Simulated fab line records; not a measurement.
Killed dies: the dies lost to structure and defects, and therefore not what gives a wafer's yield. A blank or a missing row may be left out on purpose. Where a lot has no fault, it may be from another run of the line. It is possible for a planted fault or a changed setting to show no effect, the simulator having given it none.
fab line records :: flow nand-harc :: part 2 of 2: steps 27 to 37 of 37
record
  lots=5
  wafers=15
  last-day=32
route steps=1302 shown A_M1@1196 A_BONDPAD@1202
lots untouched by any fault: they come from a run of this same line in which no faults occurred
start-h: hours from the record's first day to the start of the lot's first wafer shown :: wait-h: hours elapsed since this lot's preceding step :: " the same as in the row above :: L1.1+2: one row covering several wafers at once :: - no value, or no start given :: * or withheld: withheld :: < > ~ a bound
route shown NAME@n: a module of which the file shows steps, and the number in the route of the first :: usual: average and standard deviation across the fault-free wafers :: same: alike in all rows :: chamber/n: place in a boat :: sites: the reading at each site :: _std_site: the standard deviation of these :: _edge_site: inner sites' mean taken away from outer sites' mean :: radius-mm: for every site, how far away it sits from the centre of the wafer :: mask NAME#n: copy n :: behind: tool/chamber where the wafer was last shaped :: hold: why the lot was held/for how many hours/how that ended :: device: names the non-switching transistor (n, p or np) :: end of line: the same wafers' tests at the end of the route :: where a step has no rows: the recipe by itself :: killed: at the first sort, the dies lost to defects and structure; wafer yield is something else :: map: dies across one wafer; x = killed, . = not, _ = none there
set.NAME: the run value of the setting; set.NAME@STEP: its run value at that earlier step :: model.NAME: the simulator's own value behind a step, which no gauge read
lots at some steps of the route; a table a step, a row a wafer
services: a tool's chamber out of use, with start hour (start-h, from the record's first day; less than 0 if before it), hours out, and reason
## steps
# step NHARC_A_BONDPAD_ETCH_24
# recipe
  target-depth-a=300
  over-etch-frac=0.3
  time-s=72.99
  ion-energy-ev=150
  cf4-flow-sccm=50
  n2-flow-sccm=100
  ar-flow-sccm=150
  rf-w=300
  bias-w=100
  chemistry=CF4/N2
# usual
  cf4-flow-sccm=49.99/0.16
  chamber-pressure-mTorr=29.998/0.029
  drypump-motor-current-A=5.8/0.41
  oes-product-au=0.999/0.0081
  rf-vpp-V=313.1/2
  showerhead-plenum-p-Torr=2.56/0.1
  throttle-valve-pct=19.793/0.0095
lot.wafer: L081.2
tool: rie-diel-01
chamber: 2
start-h: -
wait-h: -
cf4-flow-sccm: 50.09
chamber-pressure-mTorr: 30.017
drypump-motor-current-A: 5.9
oes-product-au: 1.010
rf-hours-counter-h: 19
rf-vpp-V: 316.4
showerhead-plenum-p-Torr: 2.73
throttle-valve-pct: 19.797

lot.wafer: L081.3
tool: rie-diel-01
chamber: 3
start-h: -
wait-h: -
cf4-flow-sccm: 50.04
chamber-pressure-mTorr: 29.985
drypump-motor-current-A: 5.5
oes-product-au: 0.996
rf-hours-counter-h: 16
rf-vpp-V: 314.4
showerhead-plenum-p-Torr: 2.68
throttle-valve-pct: 19.787

lot.wafer: L081.5
tool: rie-diel-01
chamber: 2
start-h: -
wait-h: -
cf4-flow-sccm: 50.13
chamber-pressure-mTorr: 30.034
drypump-motor-current-A: 5.9
oes-product-au: 1.007
rf-hours-counter-h: -
rf-vpp-V: 317.7
showerhead-plenum-p-Torr: 2.73
throttle-valve-pct: 19.786

lot.wafer: L084.3
tool: rie-diel-13
chamber: 3
start-h: -
wait-h: -
cf4-flow-sccm: 49.56
chamber-pressure-mTorr: 30.014
drypump-motor-current-A: 5.2
oes-product-au: 1.002
rf-hours-counter-h: 3
rf-vpp-V: 310.6
showerhead-plenum-p-Torr: 2.50
throttle-valve-pct: 19.809

lot.wafer: L084.6
tool: rie-diel-13
chamber: 3
start-h: -
wait-h: -
cf4-flow-sccm: 50.02
chamber-pressure-mTorr: 30.033
drypump-motor-current-A: 5.2
oes-product-au: 0.996
rf-hours-counter-h: -
rf-vpp-V: 312.1
showerhead-plenum-p-Torr: 2.50
throttle-valve-pct: 19.789

lot.wafer: L084.5
tool: rie-diel-13
chamber: 0
start-h: -
wait-h: -
cf4-flow-sccm: 50.16
chamber-pressure-mTorr: 29.980
drypump-motor-current-A: 5.8
oes-product-au: 0.985
rf-hours-counter-h: -
rf-vpp-V: 313.7
showerhead-plenum-p-Torr: 2.51
throttle-valve-pct: 19.799

lot.wafer: L091.4
tool: rie-diel-13
chamber: 1
start-h: -
wait-h: -
cf4-flow-sccm: 50.23
chamber-pressure-mTorr: 29.970
drypump-motor-current-A: 6.3
oes-product-au: 0.994
rf-hours-counter-h: 0
rf-vpp-V: 312.3
showerhead-plenum-p-Torr: 2.49
throttle-valve-pct: 19.786

lot.wafer: L091.3
tool: rie-diel-13
chamber: 2
start-h: -
wait-h: -
cf4-flow-sccm: 49.89
chamber-pressure-mTorr: 29.962
drypump-motor-current-A: 6.1
oes-product-au: 1.008
rf-hours-counter-h: 0
rf-vpp-V: 315.3
showerhead-plenum-p-Torr: 2.70
throttle-valve-pct: 19.795

lot.wafer: L091.2
tool: rie-diel-13
chamber: 0
start-h: -
wait-h: -
cf4-flow-sccm: 50.10
chamber-pressure-mTorr: 30.035
drypump-motor-current-A: 5.9
oes-product-au: 1.000
rf-hours-counter-h: 0
rf-vpp-V: 310.7
showerhead-plenum-p-Torr: 2.51
throttle-valve-pct: 19.800

lot.wafer: L096.3
tool: rie-diel-13
chamber: 0
start-h: -
wait-h: -
cf4-flow-sccm: 50.04
chamber-pressure-mTorr: 30.045
drypump-motor-current-A: 5.8
oes-product-au: 1.009
rf-hours-counter-h: 1
rf-vpp-V: 311.6
showerhead-plenum-p-Torr: 2.51
throttle-valve-pct: 19.793

lot.wafer: L096.6
tool: rie-diel-13
chamber: 2
start-h: -
wait-h: -
cf4-flow-sccm: 50.07
chamber-pressure-mTorr: 29.957
drypump-motor-current-A: 6.1
oes-product-au: 0.991
rf-hours-counter-h: -
rf-vpp-V: 314.6
showerhead-plenum-p-Torr: 2.70
throttle-valve-pct: 19.795

lot.wafer: L096.5
tool: rie-diel-13
chamber: 3
start-h: -
wait-h: -
cf4-flow-sccm: 49.78
chamber-pressure-mTorr: 29.961
drypump-motor-current-A: 5.2
oes-product-au: 0.997
rf-hours-counter-h: -
rf-vpp-V: 312.7
showerhead-plenum-p-Torr: 2.50
throttle-valve-pct: 19.783

lot.wafer: L095.1
tool: rie-diel-13
chamber: 0
start-h: -
wait-h: -
cf4-flow-sccm: 49.86
chamber-pressure-mTorr: 30.003
drypump-motor-current-A: 5.8
oes-product-au: 0.991
rf-hours-counter-h: 1
rf-vpp-V: 310.5
showerhead-plenum-p-Torr: 2.51
throttle-valve-pct: 19.783

lot.wafer: L095.3
tool: rie-diel-13
chamber: 2
start-h: -
wait-h: -
cf4-flow-sccm: 49.68
chamber-pressure-mTorr: 30.048
drypump-motor-current-A: 6.1
oes-product-au: 0.997
rf-hours-counter-h: 1
rf-vpp-V: 315.0
showerhead-plenum-p-Torr: 2.70
throttle-valve-pct: 19.796

lot.wafer: L095.6
tool: rie-diel-13
chamber: 3
start-h: -
wait-h: -
cf4-flow-sccm: 49.62
chamber-pressure-mTorr: 30.021
drypump-motor-current-A: 5.2
oes-product-au: 0.998
rf-hours-counter-h: -
rf-vpp-V: 310.4
showerhead-plenum-p-Torr: 2.50
throttle-valve-pct: 19.794
# step NHARC_A_BONDPAD_STRIP_16
# recipe
  time-s=600
  temp-c=30
  chemistry=post-etch-residue-remover
lot.wafer: L081.2+3+5
tool: wet-bench-10
chamber: 6,0,2
start-h: 591.80
wait-h: -

lot.wafer: L084.6+5+3
tool: wet-bench-08
chamber: 7,1,3
start-h: 612.74
wait-h: -

lot.wafer: L091.3+4+2
tool: wet-bench-08
chamber: 6,1,2
start-h: 683.69
wait-h: -

lot.wafer: L096.5+6+3
tool: wet-bench-10
chamber: 4,6,7
start-h: 726.49
wait-h: -

lot.wafer: L095.3+6+1
tool: wet-bench-08
chamber: 2,3,4
start-h: 728.58
wait-h: -
# step NHARC_A_BONDPAD_DEGAS_25
# recipe
  temp-c=300
  time-s=60
# usual
  heater-power-w=457/53
lot.wafer: L081.2
tool: pvd-sputter-03
chamber: -
start-h: 592.08
wait-h: -
heater-power-w: 411

lot.wafer: L081.3
tool: pvd-sputter-03
chamber: -
start-h: 592.08
wait-h: -
heater-power-w: 483

lot.wafer: L081.5
tool: pvd-sputter-03
chamber: -
start-h: 592.08
wait-h: -
heater-power-w: 423

lot.wafer: L084.3
tool: pvd-sputter-02
chamber: -
start-h: 613.01
wait-h: -
heater-power-w: 539

lot.wafer: L084.5
tool: pvd-sputter-02
chamber: -
start-h: 613.01
wait-h: -
heater-power-w: 426

lot.wafer: L084.6
tool: pvd-sputter-02
chamber: -
start-h: 613.01
wait-h: -
heater-power-w: 540

lot.wafer: L091.3
tool: pvd-sputter-01
chamber: -
start-h: 683.95
wait-h: -
heater-power-w: 426

lot.wafer: L091.2
tool: pvd-sputter-01
chamber: -
start-h: 683.95
wait-h: -
heater-power-w: 514

lot.wafer: L091.4
tool: pvd-sputter-01
chamber: -
start-h: 683.95
wait-h: -
heater-power-w: 374

lot.wafer: L096.3
tool: pvd-sputter-02
chamber: -
start-h: 726.77
wait-h: -
heater-power-w: 558

lot.wafer: L096.6
tool: pvd-sputter-02
chamber: -
start-h: 726.77
wait-h: -
heater-power-w: 435

lot.wafer: L096.5
tool: pvd-sputter-02
chamber: -
start-h: 726.77
wait-h: -
heater-power-w: 554

lot.wafer: L095.3
tool: pvd-sputter-03
chamber: -
start-h: 728.84
wait-h: -
heater-power-w: 422

lot.wafer: L095.1
tool: pvd-sputter-03
chamber: -
start-h: 728.84
wait-h: -
heater-power-w: 489

lot.wafer: L095.6
tool: pvd-sputter-03
chamber: -
start-h: 728.84
wait-h: -
heater-power-w: 498
# step NHARC_A_BONDPAD_PRE_CLEAN_26
# recipe
  time-s=30
  temp-c=280
  gas=H2/He
# usual
  heater-power-w=398/46
lot.wafer: L081.2
tool: pvd-sputter-03
chamber: -
start-h: -
wait-h: -
heater-power-w: 370

lot.wafer: L081.3
tool: pvd-sputter-03
chamber: -
start-h: -
wait-h: -
heater-power-w: 372

lot.wafer: L081.5
tool: pvd-sputter-03
chamber: -
start-h: -
wait-h: -
heater-power-w: 377

lot.wafer: L084.3
tool: pvd-sputter-02
chamber: -
start-h: -
wait-h: -
heater-power-w: 355

lot.wafer: L084.6
tool: pvd-sputter-02
chamber: -
start-h: -
wait-h: -
heater-power-w: 365

lot.wafer: L084.5
tool: pvd-sputter-02
chamber: -
start-h: -
wait-h: -
heater-power-w: 469

lot.wafer: L091.3
tool: pvd-sputter-01
chamber: -
start-h: -
wait-h: -
heater-power-w: 386

lot.wafer: L091.2
tool: pvd-sputter-01
chamber: -
start-h: -
wait-h: -
heater-power-w: 357

lot.wafer: L091.4
tool: pvd-sputter-01
chamber: -
start-h: -
wait-h: -
heater-power-w: 319

lot.wafer: L096.3
tool: pvd-sputter-02
chamber: -
start-h: -
wait-h: -
heater-power-w: 365

lot.wafer: L096.5
tool: pvd-sputter-02
chamber: -
start-h: -
wait-h: -
heater-power-w: 376

lot.wafer: L096.6
tool: pvd-sputter-02
chamber: -
start-h: -
wait-h: -
heater-power-w: 476

lot.wafer: L095.3
tool: pvd-sputter-03
chamber: -
start-h: -
wait-h: -
heater-power-w: 359

lot.wafer: L095.1
tool: pvd-sputter-03
chamber: -
start-h: -
wait-h: -
heater-power-w: 374

lot.wafer: L095.6
tool: pvd-sputter-03
chamber: -
start-h: -
wait-h: -
heater-power-w: 429
# step NHARC_A_BONDPAD_PVD_17
# recipe
  target-thk-a=50
  bias-v=168.6
  power-w=15000
  chamber-pressure-pa=0.12
  time-s=8.06
  substrate-temp-c=50
  material=TaN
# usual
  substrate-temp-c=50.00/0.11
  throttle-valve-pct=30.4/0.96
lot.wafer: L081.2
tool: pvd-sputter-03
chamber: -
start-h: -
wait-h: -
substrate-temp-c: 50.13
throttle-valve-pct: 31.6

lot.wafer: L081.3
tool: pvd-sputter-03
chamber: -
start-h: -
wait-h: -
substrate-temp-c: 50.07
throttle-valve-pct: 30.6

lot.wafer: L081.5
tool: pvd-sputter-03
chamber: -
start-h: -
wait-h: -
substrate-temp-c: 50.10
throttle-valve-pct: 31.1

lot.wafer: L084.3
tool: pvd-sputter-02
chamber: -
start-h: -
wait-h: -
substrate-temp-c: 50.07
throttle-valve-pct: 29.5

lot.wafer: L084.6
tool: pvd-sputter-02
chamber: -
start-h: -
wait-h: -
substrate-temp-c: 50.21
throttle-valve-pct: 29.4

lot.wafer: L084.5
tool: pvd-sputter-02
chamber: -
start-h: -
wait-h: -
substrate-temp-c: 49.87
throttle-valve-pct: 29.0

lot.wafer: L091.2
tool: pvd-sputter-01
chamber: -
start-h: -
wait-h: -
substrate-temp-c: 50.21
throttle-valve-pct: 30.3

lot.wafer: L091.4
tool: pvd-sputter-01
chamber: -
start-h: -
wait-h: -
substrate-temp-c: 49.77
throttle-valve-pct: 29.9

lot.wafer: L091.3
tool: pvd-sputter-01
chamber: -
start-h: -
wait-h: -
substrate-temp-c: 49.87
throttle-valve-pct: 30.3

lot.wafer: L096.3
tool: pvd-sputter-02
chamber: -
start-h: -
wait-h: -
substrate-temp-c: 49.99
throttle-valve-pct: 31.1

lot.wafer: L096.5
tool: pvd-sputter-02
chamber: -
start-h: -
wait-h: -
substrate-temp-c: 50.12
throttle-valve-pct: 29.7

lot.wafer: L096.6
tool: pvd-sputter-02
chamber: -
start-h: -
wait-h: -
substrate-temp-c: 50.13
throttle-valve-pct: 31.0

lot.wafer: L095.1
tool: pvd-sputter-03
chamber: -
start-h: -
wait-h: -
substrate-temp-c: 49.93
throttle-valve-pct: 31.2

lot.wafer: L095.3
tool: pvd-sputter-03
chamber: -
start-h: -
wait-h: -
substrate-temp-c: 49.86
throttle-valve-pct: 28.4

lot.wafer: L095.6
tool: pvd-sputter-03
chamber: -
start-h: -
wait-h: -
substrate-temp-c: 49.99
throttle-valve-pct: 30.4
# step NHARC_A_BONDPAD_PVD_27
# recipe
  target-thk-a=300
  chamber-pressure-pa=5
  power-w=5000
  substrate-temp-c=30
  time-s=20.49
  material=Cu
# usual
  substrate-temp-c=29.99/0.11
  throttle-valve-pct=30.4/0.98
lot.wafer: L081.2
tool: pvd-sputter-03
chamber: -
start-h: -
wait-h: -
substrate-temp-c: 29.99
throttle-valve-pct: 30.9

lot.wafer: L081.3
tool: pvd-sputter-03
chamber: -
start-h: -
wait-h: -
substrate-temp-c: 29.87
throttle-valve-pct: 31.3

lot.wafer: L081.5
tool: pvd-sputter-03
chamber: -
start-h: -
wait-h: -
substrate-temp-c: 30.00
throttle-valve-pct: 29.1

lot.wafer: L084.3
tool: pvd-sputter-02
chamber: -
start-h: -
wait-h: -
substrate-temp-c: 29.78
throttle-valve-pct: 29.6

lot.wafer: L084.6
tool: pvd-sputter-02
chamber: -
start-h: -
wait-h: -
substrate-temp-c: 29.77
throttle-valve-pct: 29.6

lot.wafer: L084.5
tool: pvd-sputter-02
chamber: -
start-h: -
wait-h: -
substrate-temp-c: 29.80
throttle-valve-pct: 29.3

lot.wafer: L091.3
tool: pvd-sputter-01
chamber: -
start-h: -
wait-h: -
substrate-temp-c: 29.85
throttle-valve-pct: 30.8

lot.wafer: L091.2
tool: pvd-sputter-01
chamber: -
start-h: -
wait-h: -
substrate-temp-c: 30.10
throttle-valve-pct: 32.6

lot.wafer: L091.4
tool: pvd-sputter-01
chamber: -
start-h: -
wait-h: -
substrate-temp-c: 29.94
throttle-valve-pct: 30.1

lot.wafer: L096.3
tool: pvd-sputter-02
chamber: -
start-h: -
wait-h: -
substrate-temp-c: 30.00
throttle-valve-pct: 30.5

lot.wafer: L096.6
tool: pvd-sputter-02
chamber: -
start-h: -
wait-h: -
substrate-temp-c: 29.97
throttle-valve-pct: 29.6

lot.wafer: L096.5
tool: pvd-sputter-02
chamber: -
start-h: -
wait-h: -
substrate-temp-c: 29.94
throttle-valve-pct: 31.2

lot.wafer: L095.1
tool: pvd-sputter-03
chamber: -
start-h: -
wait-h: -
substrate-temp-c: 29.89
throttle-valve-pct: 31.0

lot.wafer: L095.3
tool: pvd-sputter-03
chamber: -
start-h: -
wait-h: -
substrate-temp-c: 30.12
throttle-valve-pct: 31.7

lot.wafer: L095.6
tool: pvd-sputter-03
chamber: -
start-h: -
wait-h: -
substrate-temp-c: 29.74
throttle-valve-pct: 31.1
# step NHARC_A_BONDPAD_ECD_18
# recipe
  target-thk-a=4000
  bath-temp-c=25
  material=Cu
lot.wafer: L081.2+3+5
tool: ecd-cu-02
chamber: 1,0,1
start-h: 592.47
wait-h: -

lot.wafer: L084.3+6+5
tool: ecd-cu-01
chamber: 1,0,1
start-h: 613.51
wait-h: -

lot.wafer: L091.2+4+3
tool: ecd-cu-02
chamber: 1,1,0
start-h: 684.31
wait-h: -

lot.wafer: L096.3+6+5
tool: ecd-cu-02
chamber: 0,0,1
start-h: 727.22
wait-h: -

lot.wafer: L095.1+3+6
tool: ecd-cu-02
chamber: 1,0,0
start-h: 729.25
wait-h: -
# step NHARC_A_BONDPAD_ANNEAL_28
# recipe
  temp-c=225
  time-s=90
# usual
  wafer_temp_C_max=226.2/0.32
lot.wafer: L081.2
tool: rtp-anneal-01
chamber: 0
start-h: 592.85
wait-h: 0.3
wafer_temp_C_max: 226.4

lot.wafer: L081.3
tool: rtp-anneal-01
chamber: 0
start-h: 592.85
wait-h: 0.3
wafer_temp_C_max: 226.5

lot.wafer: L081.5
tool: rtp-anneal-01
chamber: 0
start-h: 592.85
wait-h: 0.3
wafer_temp_C_max: 225.9

lot.wafer: L084.3
tool: rtp-anneal-01
chamber: 0
start-h: 613.84
wait-h: -
wafer_temp_C_max: 226.0

lot.wafer: L084.5
tool: rtp-anneal-01
chamber: 0
start-h: 613.84
wait-h: -
wafer_temp_C_max: 225.5

lot.wafer: L084.6
tool: rtp-anneal-01
chamber: 0
start-h: 613.84
wait-h: -
wafer_temp_C_max: 226.0

lot.wafer: L091.2
tool: rtp-anneal-02
chamber: 0
start-h: 684.74
wait-h: 0.4
wafer_temp_C_max: 225.8

lot.wafer: L091.3
tool: rtp-anneal-02
chamber: 0
start-h: 684.74
wait-h: 0.4
wafer_temp_C_max: 225.7

lot.wafer: L091.4
tool: rtp-anneal-02
chamber: 0
start-h: 684.74
wait-h: 0.4
wafer_temp_C_max: 226.0

lot.wafer: L096.3
tool: rtp-anneal-01
chamber: 0
start-h: 727.60
wait-h: -
wafer_temp_C_max: 226.7

lot.wafer: L096.5
tool: rtp-anneal-01
chamber: 0
start-h: 727.60
wait-h: -
wafer_temp_C_max: 226.3

lot.wafer: L096.6
tool: rtp-anneal-01
chamber: 0
start-h: 727.60
wait-h: -
wafer_temp_C_max: 226.2

lot.wafer: L095.1
tool: rtp-anneal-01
chamber: 0
start-h: 729.57
wait-h: -
wafer_temp_C_max: 226.4

lot.wafer: L095.3
tool: rtp-anneal-01
chamber: 0
start-h: 729.57
wait-h: -
wafer_temp_C_max: 226.8

lot.wafer: L095.6
tool: rtp-anneal-01
chamber: 0
start-h: 729.57
wait-h: -
wafer_temp_C_max: 226.7
# step NHARC_A_BONDPAD_CMP_19
# recipe
  t-overpolish-s=30
  cu-recess-touch-s=16
  target-thk-nm=169.82
# usual
  edge-zone-pressure-frac=1.000/0.0046
  motor-current-A=11.9/1.4
  overpolish-run-s=30.000/0.0093
lot.wafer: L081.3
tool: cmp-04
chamber: 0
start-h: 593.20
wait-h: -
edge-zone-pressure-frac: 0.992
motor-current-A: 12.2
overpolish-run-s: 29.991

lot.wafer: L081.2
tool: cmp-04
chamber: 1
start-h: 593.20
wait-h: -
edge-zone-pressure-frac: 1.001
motor-current-A: 12.5
overpolish-run-s: 29.997

lot.wafer: L081.5
tool: cmp-04
chamber: 3
start-h: 593.20
wait-h: -
edge-zone-pressure-frac: 1.005
motor-current-A: 14.3
overpolish-run-s: 29.994

lot.wafer: L084.3
tool: cmp-02
chamber: 1
start-h: 614.13
wait-h: -
edge-zone-pressure-frac: 1.000
motor-current-A: 10.0
overpolish-run-s: 30.005

lot.wafer: L084.6
tool: cmp-02
chamber: 3
start-h: 614.13
wait-h: -
edge-zone-pressure-frac: 0.991
motor-current-A: 11.2
overpolish-run-s: 30.003

lot.wafer: L084.5
tool: cmp-02
chamber: 0
start-h: 614.13
wait-h: -
edge-zone-pressure-frac: 0.994
motor-current-A: 12.6
overpolish-run-s: 30.003

lot.wafer: L091.4
tool: cmp-03
chamber: 2
start-h: 685.04
wait-h: -
edge-zone-pressure-frac: 1.000
motor-current-A: 12.9
overpolish-run-s: 30.000

lot.wafer: L091.3
tool: cmp-03
chamber: 3
start-h: 685.04
wait-h: -
edge-zone-pressure-frac: 0.995
motor-current-A: 11.3
overpolish-run-s: 29.989

lot.wafer: L091.2
tool: cmp-03
chamber: 0
start-h: 685.04
wait-h: -
edge-zone-pressure-frac: 0.998
motor-current-A: 12.1
overpolish-run-s: 30.001

lot.wafer: L096.3
tool: cmp-02
chamber: 1
start-h: 727.87
wait-h: -
edge-zone-pressure-frac: 1.003
motor-current-A: 10.3
overpolish-run-s: 30.009

lot.wafer: L096.6
tool: cmp-02
chamber: 0
start-h: 727.87
wait-h: -
edge-zone-pressure-frac: 0.997
motor-current-A: 12.9
overpolish-run-s: 30.003

lot.wafer: L096.5
tool: cmp-02
chamber: 1
start-h: 727.87
wait-h: -
edge-zone-pressure-frac: 1.000
motor-current-A: 10.0
overpolish-run-s: 30.007

lot.wafer: L095.3
tool: cmp-04
chamber: 1
start-h: 729.95
wait-h: -
edge-zone-pressure-frac: 1.003
motor-current-A: 12.7
overpolish-run-s: 29.988

lot.wafer: L095.1
tool: cmp-04
chamber: 2
start-h: 729.95
wait-h: -
edge-zone-pressure-frac: 1.008
motor-current-A: 10.3
overpolish-run-s: 29.998

lot.wafer: L095.6
tool: cmp-04
chamber: 0
start-h: 729.95
wait-h: -
edge-zone-pressure-frac: 1.007
motor-current-A: 11.5
overpolish-run-s: 30.013
# step NHARC_A_BONDPAD_THK_MEAS_20
# recipe
  thk-meas-gauge=xrf
# usual
  thk-nm=169.1/1.5
lot.wafer: L081.2
tool: film-metro-02
chamber: -
start-h: 593.47
wait-h: -
thk-nm: 170.4

lot.wafer: L081.3
tool: film-metro-02
chamber: -
start-h: 593.47
wait-h: -
thk-nm: 168.9

lot.wafer: L081.5
tool: film-metro-02
chamber: -
start-h: 593.47
wait-h: -
thk-nm: 170.0

lot.wafer: L084.3
tool: film-metro-02
chamber: -
start-h: 614.40
wait-h: -
thk-nm: 169.1

lot.wafer: L084.5
tool: film-metro-02
chamber: -
start-h: 614.40
wait-h: -
thk-nm: 168.7

lot.wafer: L084.6
tool: film-metro-02
chamber: -
start-h: 614.40
wait-h: -
thk-nm: 168.9

lot.wafer: L091.2
tool: film-metro-01
chamber: -
start-h: 685.36
wait-h: -
thk-nm: 168.9

lot.wafer: L091.3
tool: film-metro-01
chamber: -
start-h: 685.36
wait-h: -
thk-nm: 168.3

lot.wafer: L091.4
tool: film-metro-01
chamber: -
start-h: 685.36
wait-h: -
thk-nm: 167.9

lot.wafer: L096.3
tool: film-metro-02
chamber: -
start-h: 728.17
wait-h: -
thk-nm: 168.3

lot.wafer: L096.5
tool: film-metro-02
chamber: -
start-h: 728.17
wait-h: -
thk-nm: 166.5

lot.wafer: L096.6
tool: film-metro-02
chamber: -
start-h: 728.17
wait-h: -
thk-nm: 167.9

lot.wafer: L095.1
tool: film-metro-02
chamber: -
start-h: 730.24
wait-h: -
thk-nm: 171.6

lot.wafer: L095.3
tool: film-metro-02
chamber: -
start-h: 730.24
wait-h: -
thk-nm: 168.5

lot.wafer: L095.6
tool: film-metro-02
chamber: -
start-h: 730.24
wait-h: -
thk-nm: 170.0
# step NHARC_A_BONDPAD_SRD_21
# recipe
  time-s=30
  temp-c=23
  dry-time-s=20
  spin-rpm=1500
lot.wafer: L081.2+3+5
tool: wet-bench-10
chamber: 3,4,7
start-h: 593.51
wait-h: 0.0

lot.wafer: L084.3+5+6
tool: wet-bench-10
chamber: 5,7,0
start-h: 614.45
wait-h: 0.0

lot.wafer: L091.3+2+4
tool: wet-bench-08
chamber: 0,2,5
start-h: 685.40
wait-h: 0.0

lot.wafer: L096.6+3+5
tool: wet-bench-10
chamber: 4,5,0
start-h: 728.21
wait-h: 0.0

lot.wafer: L095.6+1+3
tool: wet-bench-10
chamber: 2,3,6
start-h: 730.28
wait-h: 0.0
## services
tool: pecvd-02
chamber: -
start-h: 565.66
hours: 13.0
kind: pm

tool: ecd-cu-02
chamber: -
start-h: 572.62
hours: 8.0
kind: pm

tool: litho-track-07
chamber: -
start-h: 577.00
hours: 7.0
kind: pm

tool: pvd-sputter-01
chamber: -
start-h: 580.10
hours: 1.5
kind: repair

tool: krf-scanner-02
chamber: -
start-h: 586.00
hours: 4.0
kind: pm

tool: cmp-02
chamber: -
start-h: 600.58
hours: 4.0
kind: pm

tool: litho-track-03
chamber: -
start-h: 601.00
hours: 7.0
kind: pm

tool: pvd-sputter-02
chamber: -
start-h: 614.00
hours: 10.0
kind: pm

tool: rie-diel-13
chamber: 3
start-h: 615.02
hours: 5.6
kind: repair

tool: wet-bench-10
chamber: -
start-h: 619.06
hours: 0.6
kind: repair

tool: pvd-sputter-01
chamber: -
start-h: 620.69
hours: 11.8
kind: repair

tool: wet-bench-08
chamber: -
start-h: 622.40
hours: 8.0
kind: pm

tool: litho-track-05
chamber: -
start-h: 625.00
hours: 7.0
kind: pm

tool: wet-bench-10
chamber: -
start-h: 639.24
hours: 8.0
kind: pm

tool: pecvd-01
chamber: -
start-h: 649.26
hours: 13.0
kind: pm

tool: cmp-02
chamber: -
start-h: 666.94
hours: 0.3
kind: repair

tool: rie-diel-13
chamber: -
start-h: 672.24
hours: 9.0
kind: pm

tool: pvd-sputter-03
chamber: -
start-h: 677.18
hours: 4.3
kind: repair

tool: krf-scanner-02
chamber: -
start-h: 685.34
hours: 5.6
kind: repair

tool: cmp-02
chamber: -
start-h: 698.58
hours: 4.0
kind: pm

tool: rie-diel-13
chamber: 2
start-h: 702.76
hours: 4.6
kind: repair

tool: rie-diel-13
chamber: 1
start-h: 710.52
hours: 4.5
kind: repair

tool: rie-diel-01
chamber: -
start-h: 711.69
hours: 9.0
kind: pm

tool: rie-diel-01
chamber: 0
start-h: 729.53
hours: 2.4
kind: repair
